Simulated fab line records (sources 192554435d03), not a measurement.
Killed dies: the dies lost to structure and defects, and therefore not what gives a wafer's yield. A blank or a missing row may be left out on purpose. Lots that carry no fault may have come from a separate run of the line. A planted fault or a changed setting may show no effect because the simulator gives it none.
Chamber matching || flow n5 finfet || N5_DUMMY_GATE_ETCH_29 on rie diel-04 has 4 sister chambers
The step etches underlayer in N2/H2, target depth 13 nm. 4 wafers are shown with their chamber, then 9 later ones without.

## WAFERS WITH THEIR CHAMBER
{"wafer": "L082.1", "chamber": 3, "showerhead plenum p Torr (Torr)": 2.52}
{"wafer": "L084.3", "chamber": 1, "showerhead plenum p Torr (Torr)": 2.51}
{"wafer": "L086.3", "chamber": 0, "showerhead plenum p Torr (Torr)": 2.43}
{"wafer": "L086.5", "chamber": 2, "showerhead plenum p Torr (Torr)": 2.65}

## WAFERS WITH NO CHAMBER GIVEN
{"wafer": "L088.1", "showerhead plenum p Torr (Torr)": 2.64}
{"wafer": "L088.3", "showerhead plenum p Torr (Torr)": 2.43}
{"wafer": "L088.5", "showerhead plenum p Torr (Torr)": 2.50}
{"wafer": "L092.1", "showerhead plenum p Torr (Torr)": 2.51}
{"wafer": "L092.3", "showerhead plenum p Torr (Torr)": 2.64}
{"wafer": "L092.4", "showerhead plenum p Torr (Torr)": 2.42}
{"wafer": "L093.2", "showerhead plenum p Torr (Torr)": 2.64}
{"wafer": "L093.4", "showerhead plenum p Torr (Torr)": 2.64}
{"wafer": "L093.5", "showerhead plenum p Torr (Torr)": 2.42}

## EACH ONE'S CHAMBER
{"wafer": "L088.1", "from the rows above": 2, "in truth": 2}
{"wafer": "L088.3", "from the rows above": 0, "in truth": 0}
{"wafer": "L088.5", "from the rows above": "can't be placed: 1 or 3", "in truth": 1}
{"wafer": "L092.1", "from the rows above": "can't be placed: 1 or 3", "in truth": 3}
{"wafer": "L092.3", "from the rows above": 2, "in truth": 2}
{"wafer": "L092.4", "from the rows above": 0, "in truth": 0}
{"wafer": "L093.2", "from the rows above": 2, "in truth": 2}
{"wafer": "L093.4", "from the rows above": 2, "in truth": 2}
{"wafer": "L093.5", "from the rows above": 0, "in truth": 0}
Correct placement for 7 of the 9. From these rows, 2 cannot be placed; in 2 the true chamber is one of the candidates. Placed wrongly: 0.
How it was worked out, from the rows above alone: a wafer's distance from a chamber is the root of the sum, over the readings, of the square of ((its reading less the chamber's mean) divided by the reading's scatter). If the next closest chamber is less than 2 further off than the closest, the wafer can't be placed; otherwise it belongs to the closest. For every chamber, the mean is computed from those of its wafers that are shown. The scatter: root of mean squared gap, hidden wafer to nearest shown wafer, with one shown wafer a chamber.
